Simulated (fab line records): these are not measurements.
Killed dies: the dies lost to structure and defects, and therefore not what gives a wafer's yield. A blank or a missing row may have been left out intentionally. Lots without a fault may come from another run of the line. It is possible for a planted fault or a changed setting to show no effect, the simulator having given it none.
Chamber matching	flow n5_finfet	N5_BEOL_M8_ETCH_72 on rie_diel-02 has 4 sister chambers
The step etches underlayer in N2/H2, target depth 6.5 nm, time 5.2 s. 14 wafers are shown with their chamber, then 7 later ones without.

WAFERS WITH THEIR CHAMBER
wafer	chamber	drypump_motor_current_A (A)	throttle_valve_pct (%)	showerhead_plenum_p_Torr (Torr)
L076.1	1	6.5	17.52	2.70
L076.2	2	5.7	18.08	2.57
L076.5	3	6.0	17.77	2.68
L078.1	2	5.7	18.08	2.57
L078.4	0	6.2	17.57	2.61
L078.6	1	6.5	17.53	2.70
L083.1	2	5.7	18.10	2.57
L083.3	1	6.5	17.54	2.69
L083.4	3	6.0	17.76	2.68
L086.3	0	6.3	17.61	2.61
L086.4	1	6.5	17.53	2.69
L086.5	1	6.5	17.53	2.69
L088.1	3	6.0	17.79	2.67
L088.3	0	6.2	17.64	2.60

SIGNATURES (means of the wafers above)
reading	chamber 0	chamber 1	chamber 2	chamber 3	scatter within a chamber
drypump_motor_current_A	6.233	6.500	5.700	6.000	0.0258
throttle_valve_pct	17.6067	17.5300	18.0867	17.7733	0.0184
showerhead_plenum_p_Torr	2.6067	2.6940	2.5700	2.6767	0.00503
Rule: for each reading, subtract the chamber's mean from the wafer's reading, divide by that reading's scatter and square the result; add these up over the readings and take the root, which gives the wafer's distance from the chamber. The wafer belongs to the nearest chamber; if the next one is less than 2 further off, it can't be placed. The scatter: the root of (the sum of the squares of (reading less its chamber's mean) over the shown wafers, divided by (wafers less chambers)).

WAFERS WITH NO CHAMBER GIVEN
wafer	drypump_motor_current_A (A)	throttle_valve_pct (%)	showerhead_plenum_p_Torr (Torr)
L088.6	6.0	17.78	2.67
L093.2	6.5	17.60	2.69
L093.4	6.5	17.56	2.68
L093.5	6.5	17.58	2.69
L097.4	6.3	17.14	2.60
L097.5	6.6	17.59	2.68
L097.6	5.7	18.13	2.56

WHICH CHAMBER EACH ONE RAN IN
wafer	from the rows above	in truth
L088.6	3	3
L093.2	1	1
L093.4	1	1
L093.5	1	1
L097.4	0	0
L097.5	1	1
L097.6	2	2
Correct placement for 7 of the 7. Number that these rows cannot place: 0. Wrongly placed: 0.
